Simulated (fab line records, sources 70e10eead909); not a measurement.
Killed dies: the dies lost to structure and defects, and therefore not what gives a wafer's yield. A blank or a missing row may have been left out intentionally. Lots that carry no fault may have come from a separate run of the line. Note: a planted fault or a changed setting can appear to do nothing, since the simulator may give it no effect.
A struck lot beside a sound one + flow nand harc + 33 out of 1302 route steps
Sound: the wafers L347.1, L347.2, L347.5. Wafers L344.1, L344.2, L344.6 were the ones struck. The cause is named last.
Per side, at each step with rows, come the tool, then ch with its chambers, and then its first start. Under that, the readings that differ: sound wafers + struck wafers + difference of the means + sigmas: that difference in standard deviations of wafers without a fault.
alike: words and numbers the same on both sides, and readings whose means are apart by under 2 such deviations; not compared: readings that were withheld, readings missing a value for some wafer, numbers with overlapping values and no deviation given by the record, and bounds like >300 which may hide the same value.
The two part at a step that has a row with sigmas, a row that says differs or no value, or rows on one side only. Non-overlapping numbers with no deviation appear without sigmas and do not part them. A reading missing from all wafers of one side parts the sides only when that side holds two or more wafers.

NHARC_P_GATE_CD_MEAS_91: the cd target is 2000 nm.
  sound on cd sem-03 ch 0, day 11 17:07; struck on cd sem-02 ch 0, day 10 08:21
  alike: cd nm
then, 3 steps without rows for these wafers: NHARC_P_GATE_HARDBAKE_92 (time 80 s); NHARC_P_GATE_DESCUM_93 (chemistry O2, time 3 s); NHARC_P_GATE_IMPLANT_94.
NHARC_P_GATE_STRIP_113: strips in N2/H2, time 740 s.
  sound on plasma asher-01 ch 0,1, day 11 17:39; struck on plasma asher-01 ch 0,1, day 10 08:53
  alike: drypump motor current A, heater power w
  not compared: rf hours counter h
NHARC_P_GATE_STRIP_95: strips in O2.
  sound on plasma asher-01 ch 0,1, day 11 18:22; struck on plasma asher-01 ch 0,1, day 10 09:35
  alike: drypump motor current A, heater power w
  not compared: rf hours counter h
then, 1 step without rows for these wafers: NHARC_P_GATE_STRIP_96 (strips in SPM, time 900 s).
NHARC_P_GATE_RTA_64: time 1 s.
  sound on rtp anneal-01 ch 0, day 11 18:58; struck on rtp anneal-01 ch 0, day 10 10:09
  alike: lamp power pct, lamp_zone_3_pct, lamp_zone_5_pct, wafer_temp_C_max
then, 1 step without rows for these wafers: NHARC_P_GATE_ETCH_77 (etches SiO2 in dHF, target depth 6 nm).
NHARC_P_GATE_DEGAS_109: time 60 s.
  sound on pvd sputter-02, day 11 19:17; struck on pvd sputter-03, day 10 10:27
  alike: heater power w
then, 2 steps without rows for these wafers: NHARC_P_GATE_PRE_CLEAN_110 (time 30 s); NHARC_P_GATE_SPUTTER_78 (material Ni, target thk 10 nm).
NHARC_P_GATE_SPUTTER_79: material TiN, target thk 10 nm.
  sound on pvd sputter-02, day 11 19:32; struck on pvd sputter-03, day 10 10:37
then, 3 steps without rows for these wafers: NHARC_P_GATE_RTA_80 (time 30 s); NHARC_P_GATE_STRIP_67 (strips in SPM, time 600 s); NHARC_P_GATE_RTA_82 (time 30 s).
NHARC_P_GATE_INSPECT_68:
  sound on defect inspect-01, day 11 20:22; struck on defect inspect-02, day 10 11:34
| reading          | sound       | struck         | difference | sigmas |
|------------------|-------------|----------------|------------|--------|
| raw defect count | 228 219 318 | 1257 1340 1247 | +1026      | +12    |
  not compared: hold
then, 1 step without rows for these wafers: NHARC_P_CONTACT_DEP_00 (deposits SiO2, target thk 500 nm).
NHARC_P_CONTACT_CMP_01: polishes SiO2, target thk 200 nm.
  sound on cmp-01 ch 0,1,3, day 11 21:11; struck on cmp-04 ch 0,1,3, day 10 17:22
| reading             | sound          | struck         | difference | sigmas |
|---------------------|----------------|----------------|------------|--------|
| motor current A (A) | 10.6 11.9 10.9 | 12.1 13.6 15.2 | +2.5       | +2     |
  not compared: pad life wafers
then, 11 steps without rows for these wafers: NHARC_P_CONTACT_SRD_03; NHARC_P_CONTACT_DEHYDRATE_04 (time 120 s); NHARC_P_CONTACT_HMDS_05 (time 30 s); NHARC_P_CONTACT_COAT_33 (time 75 s); NHARC_P_CONTACT_COAT_34 (time 65 s); NHARC_P_CONTACT_COAT_06 (resist thk 90 nm); NHARC_P_CONTACT_SOFTBAKE_07 (time 55 s); NHARC_P_CONTACT_EBR_08; NHARC_P_CONTACT_EXPOSE_09 (exposes mask P CA, target cd 90 nm); NHARC_P_CONTACT_PEB_10 (peb time 65 s); NHARC_P_CONTACT_DEVELOP_11 (develop time 35 s).
NHARC_P_CONTACT_CD_MEAS_12: the cd target is 90 nm.
  sound on cd sem-03 ch 0, day 11 21:58; struck on cd sem-03 ch 0, day 10 18:03
  alike: cd nm
NHARC_P_CONTACT_OVL_MEAS_13:
  sound on overlay-02, day 11 22:04; struck on overlay-01, day 10 18:08
  alike: overlay x nm, overlay y nm
NHARC_END_SORT_01:
  the record has rows for the sound wafers here (prober-01 ch 0, day 30 20:08) and none for the struck ones

== WHERE THEY PART ==
Last at NHARC_END_SORT_01 as far as this record goes, first at NHARC_P_GATE_INSPECT_68.

WHY: what had been put in by the simulator
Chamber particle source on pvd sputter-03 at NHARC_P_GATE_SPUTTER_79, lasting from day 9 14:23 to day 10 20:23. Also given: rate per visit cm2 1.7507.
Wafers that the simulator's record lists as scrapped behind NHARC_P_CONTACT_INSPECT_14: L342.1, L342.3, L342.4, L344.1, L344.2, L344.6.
